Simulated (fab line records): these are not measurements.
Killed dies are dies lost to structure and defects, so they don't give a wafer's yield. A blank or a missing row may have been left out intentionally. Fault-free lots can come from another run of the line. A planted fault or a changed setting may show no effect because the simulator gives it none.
Problem report in the 8D (eight disciplines) form, filled by code ; flow n5 finfet ; the parts of the form that need people (team, actions taken, sign-off) are left out

## 1. WHAT WENT WRONG
Wafers without a fault read 81.4 s, standard deviation 0.48; run length s at N5_BEOL_M0_SAQP_PECVD_96 reads a mean of 84.9 s on 4 wafers belonging to 2 lots. That is +7.2 standard deviations from the usual mean.
The step: deposits a-Si from SiH4/He, target thk 45 nm, time 45.2 s.
Earliest sighting: wafer L650.5 on pecvd-03 at day 7 07:29. At this step, 12 wafers from 4 lots have a number in the record. By rule, "out" or "out of limits" means more than 4 standard deviations away from the usual mean. Any other wafer with a number is counted as sound.

## 2. WHAT IT IS, AND WHAT IT ISN'T
question;is;is not
which readings at this step;run length s;heater power w, showerhead plenum p Torr, susceptor temp C, throttle valve pct
which lots;L650, L652;L665, L666
which wafers of those lots;L650.5, L650.6, L652.5, L652.6;L650.3, L652.4
read on which tools;pecvd-03;pecvd-02
when;from day 7 07:29;"up to then (1 sound wafer); but 7 sound wafers of L652, L665, L666 came after"

## 3. WHAT RULES OUT EACH SUSPECT
Counting: any tool at a process step up to the reading remains a suspect provided it ran every lot that is out. Sound lots after the first of them don't rule it out here, since some wafers of a struck lot are sound.
- pecvd-03 at N5_BEOL_M0_SAQP_PECVD_96 (deposits a-Si from SiH4/He, target thk 45 nm, time 45.2 s): kept. It ran every lot that is out, first L650 (day 7 07:29). Out on those wafers are its own readings of run length s.
The count leaves pecvd-03 at N5_BEOL_M0_SAQP_PECVD_96.

## 4. THE CAUSE (what the simulator had put in)
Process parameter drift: pecvd-03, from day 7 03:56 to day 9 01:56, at N5_BEOL_M0_SAQP_PECVD_96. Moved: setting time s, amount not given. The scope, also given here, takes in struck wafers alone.
This tool alone remained once counting was done.

## 5. SEQUENCE OF EFFECTS, ordered by route
Each row: a reading whose mean over the struck wafers that have a number lies more than 3 standard deviations from the usual. Scope: only readings with a usual standard deviation given in the record; hours: median across lots of the time from each lot's start at the first step in this table that gives one to its start at this step; sigmas: change in usual standard deviations.
hours;step;reading;usual;on struck wafers;change;sigmas
0;N5_BEOL_M0_SAQP_PECVD_96;run length s;81.4 s;84.9;+3.5;+7.2
3;N5_BEOL_M0_SAQP_MANDREL_ETCH_103;oes product au;0.678 a.u.;0.719;+0.041;+3.7
Its process steps:
- N5_BEOL_M0_SAQP_PECVD_96: deposits a-Si from SiH4/He, target thk 45 nm, time 45.2 s.
- N5_BEOL_M0_SAQP_MANDREL_ETCH_103: etches a-Si in HBr/Cl2, stops on SiCN, target depth 45 nm, bt time 10 s, time 27 s.
Later steps that measure or inspect, where all struck wafers having a row at the step show a number for every such reading and not one has moved that far: N5_BEOL_M4_RC_MEAS_101.

## 6. HOW IT WOULD HAVE BEEN CAUGHT EARLIER
In this record no reading fell out of limits until day 7 07:29, 4 hours after the fault had begun at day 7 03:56.
